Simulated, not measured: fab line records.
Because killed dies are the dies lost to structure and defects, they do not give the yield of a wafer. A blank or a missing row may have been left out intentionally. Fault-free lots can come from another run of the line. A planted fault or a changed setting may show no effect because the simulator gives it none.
Chamber matching :: flow n5-finfet :: 3 sister chambers for N5_BEOL_M4_ILD_DEP_00 on pecvd-02
The step deposits SiOC from DEMS/O2, target thk 79 nm, time 15.3 s. 6 wafers are shown with their chamber, then 9 later ones without.

== WAFERS WITH THEIR CHAMBER ==
wafer: L090.1
chamber: 1
throttle-valve-pct (%): 12.5
heater-power-w (W): 475

wafer: L090.2
chamber: 2
throttle-valve-pct (%): 11.8
heater-power-w (W): 466

wafer: L090.5
chamber: 2
throttle-valve-pct (%): 11.4
heater-power-w (W): 465

wafer: L091.2
chamber: 0
throttle-valve-pct (%): 12.5
heater-power-w (W): 395

wafer: L091.3
chamber: 1
throttle-valve-pct (%): 12.7
heater-power-w (W): 524

wafer: L091.4
chamber: 0
throttle-valve-pct (%): 12.4
heater-power-w (W): 401

== WAFERS WHOSE CHAMBER IS MISSING ==
wafer: L095.1
throttle-valve-pct (%): 11.7
heater-power-w (W): 471

wafer: L095.3
throttle-valve-pct (%): 12.4
heater-power-w (W): 423

wafer: L095.4
throttle-valve-pct (%): 12.4
heater-power-w (W): 387

wafer: L094.1
throttle-valve-pct (%): 12.7
heater-power-w (W): 446

wafer: L094.4
throttle-valve-pct (%): 12.7
heater-power-w (W): 513

wafer: L094.6
throttle-valve-pct (%): 12.4
heater-power-w (W): 363

wafer: L097.2
throttle-valve-pct (%): 12.3
heater-power-w (W): 388

wafer: L097.5
throttle-valve-pct (%): 12.4
heater-power-w (W): 397

wafer: L097.6
throttle-valve-pct (%): 11.7
heater-power-w (W): 475

== THE CHAMBER EACH PASSED THROUGH ==
wafer: L095.1
from the rows above: 2
in truth: 2

wafer: L095.3
from the rows above: 0
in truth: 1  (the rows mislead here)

wafer: L095.4
from the rows above: 0
in truth: 0

wafer: L094.1
from the rows above: can't be placed: 1 or 0
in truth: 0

wafer: L094.4
from the rows above: 1
in truth: 1

wafer: L094.6
from the rows above: 0
in truth: 0

wafer: L097.2
from the rows above: 0
in truth: 0

wafer: L097.5
from the rows above: 0
in truth: 0

wafer: L097.6
from the rows above: 2
in truth: 2
Placed correctly: 7 of 9. Unplaceable from these rows: 1, with the true chamber sitting among the candidates in 1. Placed wrongly: 1.
How it was worked out, from the rows above alone: a wafer's distance from a chamber is the root of the sum, over the readings, of the square of ((its reading less the chamber's mean) divided by the reading's scatter). If the next closest chamber is less than 2 further off than the closest, the wafer can't be placed; otherwise it belongs to the closest. The mean given for a chamber averages the wafers shown for that chamber. How the scatter is found: for the shown wafers, subtract from each reading the mean of its chamber, square and add these, divide the total by (wafers less chambers), then take the root.
